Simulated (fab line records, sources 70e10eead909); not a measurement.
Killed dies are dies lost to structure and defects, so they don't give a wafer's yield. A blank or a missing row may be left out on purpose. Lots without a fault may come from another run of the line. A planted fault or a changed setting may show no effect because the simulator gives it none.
Chamber matching | flow nand_harc | NHARC_A_STAIRCASE_TRIM_229 on rie_diel-09: 4 sister chambers
The step chemistry O2, time 211.2 s. 8 wafers are shown with their chamber, then 10 later ones without.

WAFERS WITH THEIR CHAMBER
wafer  | chamber | drypump_motor_current_A (A) | showerhead_plenum_p_Torr (Torr)
L083.1 | 1       | 6.7                         | 3.68
L087.6 | 0       | 5.5                         | 3.69
L088.5 | 3       | 5.7                         | 3.40
L088.6 | 0       | 5.5                         | 3.68
L090.5 | 3       | 5.7                         | 3.40
L090.6 | 2       | 5.4                         | 3.55
L091.1 | 2       | 5.4                         | 3.55
L091.4 | 1       | 6.8                         | 3.68

WAFERS WITHOUT THEIR CHAMBER
wafer  | drypump_motor_current_A (A) | showerhead_plenum_p_Torr (Torr)
L091.5 | 5.7                         | 3.40
L093.2 | 6.7                         | 3.67
L093.3 | 5.5                         | 3.68
L093.6 | 5.4                         | 3.55
L096.2 | 5.4                         | 3.55
L096.4 | 5.5                         | 3.68
L096.5 | 5.4                         | 3.55
L097.1 | 5.8                         | 3.40
L097.2 | 5.4                         | 3.55
L097.3 | 6.7                         | 3.67

WHICH CHAMBER EACH WENT THROUGH
wafer  | from the rows above | in truth
L091.5 | 3                   | 3
L093.2 | 1                   | 1
L093.3 | 0                   | 0
L093.6 | 2                   | 2
L096.2 | 2                   | 2
L096.4 | 0                   | 0
L096.5 | 2                   | 2
L097.1 | 3                   | 3
L097.2 | 2                   | 2
L097.3 | 1                   | 1
Placed correctly: 10 of 10. Can't be placed from these rows: 0. Placed wrongly: 0.
How it was worked out, from the rows above alone: a wafer's distance from a chamber is the root of the sum, over the readings, of the square of ((its reading less the chamber's mean) divided by the reading's scatter). The wafer belongs to the nearest chamber; if the next one is less than 2 further off, it can't be placed. A chamber's mean is the mean of its shown wafers. The scatter: the root of (the sum of the squares of (reading less its chamber's mean) over the shown wafers, divided by (wafers less chambers)).
